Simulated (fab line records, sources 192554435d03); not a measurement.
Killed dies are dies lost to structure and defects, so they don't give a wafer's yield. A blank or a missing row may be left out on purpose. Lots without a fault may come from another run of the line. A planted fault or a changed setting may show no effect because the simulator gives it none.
One fault seen from 3 desks | flow n5_finfet | each desk has only its own numbers; what lay behind them comes last

THE DEFECT DESK
What the inspections along the route counted, lot by lot: means of the sampled wafers that have a number. A lot is out of limits, marked OUT, if its mean lies more than 4 standard deviations from the usual mean; the brackets give that distance.
Columns: A = raw_defect_count at N5_PASSIVATION_INSPECT_57, usual 1.9
lot  | first seen here | A
L768 | day 12 00:49    | 1.3
L769 | day 12 12:22    | 3.0
L770 | day 12 13:52    | 2.3
L776 | day 14 02:28    | 2.0
L778 | day 14 18:19    | 3.0
L782 | day 15 18:39    | 4.0
L786 | day 16 14:40    | 1.0
L789 | day 17 08:17    | 2.0
L790 | day 17 22:10    | 2.3
L791 | day 18 00:08    | 1.3
This desk's finding: nothing out of limits on any of the 10 lots.

THE METROLOGY DESK
What the gauges read, lot by lot, whatever tool the lot ran on: means of the sampled wafers that have a number. A lot is out of limits, marked OUT, if its mean lies more than 4 standard deviations from the usual mean; the brackets give that distance. Of its 10 readings 7 are shown: those that lie furthest out on some lot.
Columns: A = IOFF_N at N5_BEOL_M4_RC_MEAS_101, usual 0.16 nA/um; B = IOFF_P at N5_BEOL_M4_RC_MEAS_101, usual 0.21 nA/um; C = ION_N at N5_BEOL_M4_RC_MEAS_101, usual 671 uA/um; D = ION_P at N5_BEOL_M4_RC_MEAS_101, usual 460 uA/um; E = SS_P at N5_BEOL_M4_RC_MEAS_101, usual 73.2 mV/dec; F = VT_N at N5_BEOL_M4_RC_MEAS_101, usual 250 mV; G = VT_P at N5_BEOL_M4_RC_MEAS_101, usual -251 mV
lot  | first seen here | A    | B    | C   | D   | E    | F   | G
L768 | day 7 18:34     | 0.16 | 0.19 | 665 | 454 | 73.1 | 248 | -254
L769 | day 7 22:47     | 0.14 | 0.18 | 667 | 456 | 72.9 | 252 | -254
L770 | day 8 14:56     | 0.21 | 0.26 | 684 | 470 | 74.2 | 243 | -247
L776 | day 10 01:07    | 0.16 | 0.20 | 674 | 459 | 73.8 | 250 | -252
L778 | day 10 09:12    | 0.19 | 0.27 | 681 | 476 | 73.3 | 246 | -248
L782 | day 11 03:08    | 0.16 | 0.18 | 671 | 457 | 73.3 | 249 | -253
L786 | day 12 10:28    | 0.22 | 0.28 | 691 | 469 | 74.2 | 244 | -246
L789 | day 13 03:22    | 0.17 | 0.22 | 672 | 465 | 73.3 | 250 | -248
L790 | day 13 12:14    | 0.13 | 0.18 | 664 | 458 | 72.8 | 255 | -252
L791 | day 13 12:32    | 0.14 | 0.19 | 668 | 459 | 73.2 | 252 | -252
This desk's finding: nothing out of limits on any of the 10 lots.

THE TOOL OWNER'S DESK: rie_diel-06
The tool's own readings at N5_PASSIVATION_ETCH_54 (etches SiO2 in CHF3/O2, target depth 880 nm, time 440 s): means of the sampled wafers that have a number, for each lot that ran on this tool. A lot is out of limits, marked OUT, if its mean lies more than 4 standard deviations from the usual mean; the brackets give that distance.
Columns: A = chamber_pressure_mTorr at N5_PASSIVATION_ETCH_54, usual 30.003 mTorr; B = drypump_motor_current_A at N5_PASSIVATION_ETCH_54, usual 5.6 A; C = oes_product_au at N5_PASSIVATION_ETCH_54, usual 0.81 a.u.; D = rf_vpp_V at N5_PASSIVATION_ETCH_54, usual 523 V; E = showerhead_plenum_p_Torr at N5_PASSIVATION_ETCH_54, usual 2.39 Torr; F = throttle_valve_pct at N5_PASSIVATION_ETCH_54, usual 18.72 %
lot  | first seen here | A      | B   | C    | D   | E    | F
L768 | day 11 21:40    | 29.973 | 5.6 | 0.79 | 514 | 2.39 | 18.82
L770 | day 12 10:41    | 29.993 | 5.8 | 0.84 | 523 | 2.36 | 18.60
L776 | day 13 23:20    | 30.015 | 5.6 | 0.85 | 514 | 2.47 | 18.71
L778 | day 14 15:10    | 29.998 | 6.0 | 0.85 | 518 | 2.43 | 18.56
L782 | day 15 15:31    | 30.000 | 5.7 | 0.77 | 515 | 2.38 | 18.75
This desk's finding: nothing out of limits on any of the 5 lots.

PUT TOGETHER
The defect desk saw nothing out of limits.
The metrology desk saw nothing out of limits.
The tool owner's desk saw nothing out of limits.

WHAT THE SIMULATOR HAD PUT IN
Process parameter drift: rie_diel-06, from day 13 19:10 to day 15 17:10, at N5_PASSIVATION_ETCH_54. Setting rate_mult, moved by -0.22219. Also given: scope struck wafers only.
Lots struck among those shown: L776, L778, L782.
